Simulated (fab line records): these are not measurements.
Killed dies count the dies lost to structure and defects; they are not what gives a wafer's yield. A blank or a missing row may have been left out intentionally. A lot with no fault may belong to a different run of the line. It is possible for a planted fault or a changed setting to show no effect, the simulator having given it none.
Struck lot and sound lot, side by side / flow nand-harc / 15 steps out of a route of 1302
Sound: these wafers, L103.2, L103.4, L103.5. Wafers struck: L112.1, L112.4, L112.5. The cause comes at the end.
Per side, at each step with rows, come the tool, then ch with its chambers, and then its first start. Under that, the readings that differ: sound wafers / struck wafers / difference of the means / sigmas: that difference in standard deviations of wafers without a fault.
alike: a reading whose means differ by less than 2 such deviations, as well as words and numbers matching on both sides. not compared: withheld readings; readings where some wafer has no value; bounds like >300 that might hide an equal value; numbers whose values overlap and for which the record gives no deviation.
The two part at a step that has a row with sigmas, a row that says differs or no value, or rows on one side only. When numbers do not overlap yet have no deviation, they are printed without sigmas and do not part them. A reading missing from all wafers of one side parts the sides only when that side holds two or more wafers.

first, 8 steps without rows for these wafers: NHARC_P_M1_HMDS_02 (time 30 s); NHARC_P_M1_COAT_34 (time 65 s); NHARC_P_M1_COAT_03 (resist thk 90 nm); NHARC_P_M1_SOFTBAKE_04 (time 55 s); NHARC_P_M1_EBR_05; NHARC_P_M1_EXPOSE_06 (exposes mask P M1, target cd 130 nm); NHARC_P_M1_PEB_07 (peb time 65 s); NHARC_P_M1_DEVELOP_08 (develop time 35 s).
NHARC_P_M1_CD_MEAS_09: target cd 130 nm.
  sound on cd-sem-03 ch 0, day 6 17:19; struck on cd-sem-01 ch 0, day 10 19:19
reading=cd-nm (nm); sound=131.3 130.2 131.4; struck=129.7 129.7 130.0; difference=-1.2; sigmas=-2
NHARC_P_M1_OVL_MEAS_10: pitch 260 nm.
  sound on overlay-02, day 6 17:25; struck on overlay-02, day 10 19:25
reading=overlay-x-nm (nm); sound=-1.1 -1.4 -1.3; struck=0.8 1.0 1.3; difference=+2.3; sigmas=+3
  alike: overlay-y-nm
NHARC_P_M1_INSPECT_11:
  sound on defect-inspect-01, day 6 17:27; struck on defect-inspect-02, day 10 19:26
  alike: raw-defect-count
NHARC_P_M1_DESCUM_14: chemistry O2, time 3 s.
  sound on rie-diel-09 ch 1,2,3, day 6 17:31; struck on rie-diel-09 ch 1,3, day 10 19:31
  alike: drypump-motor-current-A, oes-product-au, rf-vpp-V, showerhead-plenum-p-Torr, throttle-valve-pct
  not compared: rf-hours-counter-h
NHARC_P_M1_ETCH_35: etches the open film in N2/H2, target depth 40 nm, overetch 12 nm, time 43.94 s.
  sound on rie-diel-09 ch 1,2,3, day 6 17:36; struck on rie-diel-09 ch 0,3, day 10 19:37
  no value came back on the struck wafers for any of 8 readings (bias-w (W), chamber-pressure-mTorr (mTorr) and others); on the sound wafers bias-w (W) reads 149.9 149.7 149.1
  not compared: rf-hours-counter-h
NHARC_P_M1_ETCH_15: etches the open film in C4F8/Ar, target depth 182.5 nm, time 91.2 s.
  sound on rie-diel-09 ch 0,1; struck on rie-diel-09 ch 1,2,3, day 10 19:42
  alike: bias-w, chamber-pressure-mTorr, oes-product-au, rf-fwd-power-W, rf-vpp-V
  not compared: rf-hours-counter-h
-- break in the record here, with 19 days between the starts of the struck wafers on either side (left off in module P_M1, picked up again in module END, where the first step shown is number 1302 on the route) --
NHARC_END_SORT_01:
  the record has rows for the struck wafers here (prober-02 ch 0, day 30 01:53) and none for the sound ones

## WHERE THEY PART
Earliest at NHARC_P_M1_CD_MEAS_09; latest, in this record, at NHARC_END_SORT_01.

WHY: whatever the simulator had introduced
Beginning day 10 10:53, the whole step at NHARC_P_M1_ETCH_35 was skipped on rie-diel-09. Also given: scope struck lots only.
